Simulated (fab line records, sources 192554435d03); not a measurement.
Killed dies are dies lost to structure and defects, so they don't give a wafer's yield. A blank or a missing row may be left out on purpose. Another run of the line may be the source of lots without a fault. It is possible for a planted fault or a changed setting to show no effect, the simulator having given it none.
Matching of chambers    flow n5_finfet    rie_diel-03 running N5_BEOL_M3_ETCH_70: 4 sister chambers
The step etches SOC in N2/H2, target depth 80 nm, overetch 16 nm, time 120 s. 7 wafers are shown with their chamber, then 8 later ones without.

## WAFERS WITH THEIR CHAMBER
wafer   chamber  drypump_motor_current_A (A)  showerhead_plenum_p_Torr (Torr)
L085.3  0        6.42                         2.47
L085.4  1        6.03                         2.55
L085.5  3        5.70                         2.44
L091.4  2        6.06                         2.41
L091.5  1        5.95                         2.55
L091.6  0        6.43                         2.47
L092.1  3        5.72                         2.43

## WAFERS WHOSE CHAMBER IS MISSING
wafer   drypump_motor_current_A (A)  showerhead_plenum_p_Torr (Torr)
L092.3  5.98                         2.55
L092.4  6.40                         2.47
L093.1  5.96                         2.55
L093.2  6.08                         2.41
L093.5  5.70                         2.43
L097.2  6.42                         2.46
L097.3  5.93                         2.55
L097.5  5.93                         2.55

## WHICH CHAMBER EACH ONE RAN IN
wafer   from the rows above  in truth
L092.3  1                    1
L092.4  0                    0
L093.1  1                    1
L093.2  2                    2
L093.5  3                    3
L097.2  0                    0
L097.3  1                    1
L097.5  1                    1
Correctly placed: 8 of 8. From these rows, 0 cannot be placed. Number placed wrongly: 0.
How it was worked out, from the rows above alone: a wafer's distance from a chamber is the root of the sum, over the readings, of the square of ((its reading less the chamber's mean) divided by the reading's scatter). If the next closest chamber is less than 2 further off than the closest, the wafer can't be placed; otherwise it belongs to the closest. Each chamber's mean is taken over the wafers shown for it. The scatter: take each reading less its chamber's mean, square it, sum over the shown wafers, divide by the number of wafers less the number of chambers, and take the root.
